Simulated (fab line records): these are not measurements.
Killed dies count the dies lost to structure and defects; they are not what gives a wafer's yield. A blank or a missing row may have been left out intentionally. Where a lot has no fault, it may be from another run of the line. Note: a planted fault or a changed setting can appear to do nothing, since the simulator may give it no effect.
The same fault as seen by 2 desks || flow nandHarc || each desk has only its own numbers; what lay behind them comes last

== AT THE TOOL OWNER'S DESK: aldSinBatch-03 ==
The tool's own readings at NHARC_A_CHANNEL_FILL_D1_ALD_15 (deposits SiNx, target thk 2 nm, pulse time 60 s, ald cycles 19): means of the sampled wafers that have a number, for each lot that ran on this tool. Marked OUT: a lot whose mean sits more than 4 standard deviations from the usual mean, which makes it out of limits; the brackets give that distance.
Columns: A = precursorPulseHeightRel at NHARC_A_CHANNEL_FILL_D1_ALD_15, usual 1.000
{"lot": "L636", "first seen here": "day 11 12:44", "A": 0.994}
{"lot": "L641", "first seen here": "day 12 15:23", "A": 0.989}
{"lot": "L644", "first seen here": "day 13 14:34", "A": 0.969}
{"lot": "L645", "first seen here": "day 13 21:30", "A": 1.012}
{"lot": "L646", "first seen here": "day 14 21:40", "A": 0.987}
{"lot": "L654", "first seen here": "day 18 09:35", "A": 1.014}
Result from this desk: across the 6 lots, nothing is out of limits.

== THE DEFECT DESK ==
What the inspections along the route counted, lot by lot: means of the sampled wafers that have a number. Marked OUT: a lot whose mean sits more than 4 standard deviations from the usual mean, which makes it out of limits; the brackets give that distance.
Columns: A = rawDefectCount at NHARC_A_CHANNEL_HOLE_D1_INSPECT_12, usual 5.5
{"lot": "L633", "first seen here": "day 8 19:31", "A": 6.3}
{"lot": "L634", "first seen here": "day 9 02:13", "A": 4.7}
{"lot": "L635", "first seen here": "day 9 04:20", "A": 3.3}
{"lot": "L636", "first seen here": "day 10 19:16", "A": 4.7}
{"lot": "L641", "first seen here": "day 11 21:38", "A": 6.3}
{"lot": "L644", "first seen here": "day 12 21:26", "A": 4.7}
{"lot": "L645", "first seen here": "day 13 01:41", "A": 8.3}
{"lot": "L646", "first seen here": "day 14 02:07", "A": 6.3}
{"lot": "L649", "first seen here": "day 15 07:41", "A": 6.3}
{"lot": "L654", "first seen here": "day 17 06:47", "A": 5.7}
{"lot": "L655", "first seen here": "day 17 20:26", "A": 4.3}
{"lot": "L656", "first seen here": "day 18 16:35", "A": 6.0}
Result from this desk: across the 12 lots, nothing is out of limits.

== PUT TOGETHER ==
Nothing out of limits was seen by the tool owner's desk.
The defect desk saw nothing out of limits.

== WHAT WAS PUT IN BY THE SIMULATOR ==
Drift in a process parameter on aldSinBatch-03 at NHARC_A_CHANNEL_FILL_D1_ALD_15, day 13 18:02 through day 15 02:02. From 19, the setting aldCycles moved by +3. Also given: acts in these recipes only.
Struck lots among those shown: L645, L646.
